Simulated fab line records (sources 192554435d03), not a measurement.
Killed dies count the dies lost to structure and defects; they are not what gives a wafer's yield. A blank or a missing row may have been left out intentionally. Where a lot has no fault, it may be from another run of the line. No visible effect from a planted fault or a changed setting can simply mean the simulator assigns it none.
Chamber matching	flow n5_finfet	N5_BEOL_M5_ALD_86 on ald_metal-03: 4 sister chambers
The step deposits TaN, pulse time 2 s, purge time 3 s, co reactant purge time 2 s. 4 wafers are shown with their chamber, then 9 later ones without.

== EACH WAFER AND ITS CHAMBER ==
wafer	chamber	heater_power_w (W)
L087.5	1	394
L090.2	3	394
L090.3	0	373
L090.4	2	453

== WAFERS WHOSE CHAMBER IS MISSING ==
wafer	heater_power_w (W)
L092.2	376
L092.5	388
L092.6	401
L094.1	382
L094.5	447
L094.6	400
L096.1	458
L096.3	381
L096.5	454

== CHAMBER TAKEN BY EACH ==
wafer	from the rows above	in truth
L092.2	0	0
L092.5	can't be placed: 1 or 3 or 0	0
L092.6	can't be placed: 1 or 3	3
L094.1	can't be placed: 0 or 1 or 3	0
L094.5	2	2
L094.6	can't be placed: 1 or 3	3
L096.1	2	2
L096.3	can't be placed: 0 or 1 or 3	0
L096.5	2	2
Correct placement for 4 of the 9. Not placeable from these rows: 5 (in 5, the candidates include the true chamber). Placed wrongly: 0.
How it was worked out, from the rows above alone: a wafer's distance from a chamber is the root of the sum, over the readings, of the square of ((its reading less the chamber's mean) divided by the reading's scatter). The wafer belongs to the nearest chamber; if the next one is less than 2 further off, it can't be placed. The mean given for a chamber averages the wafers shown for that chamber. The scatter: root of mean squared gap, hidden wafer to nearest shown wafer, with one shown wafer a chamber.
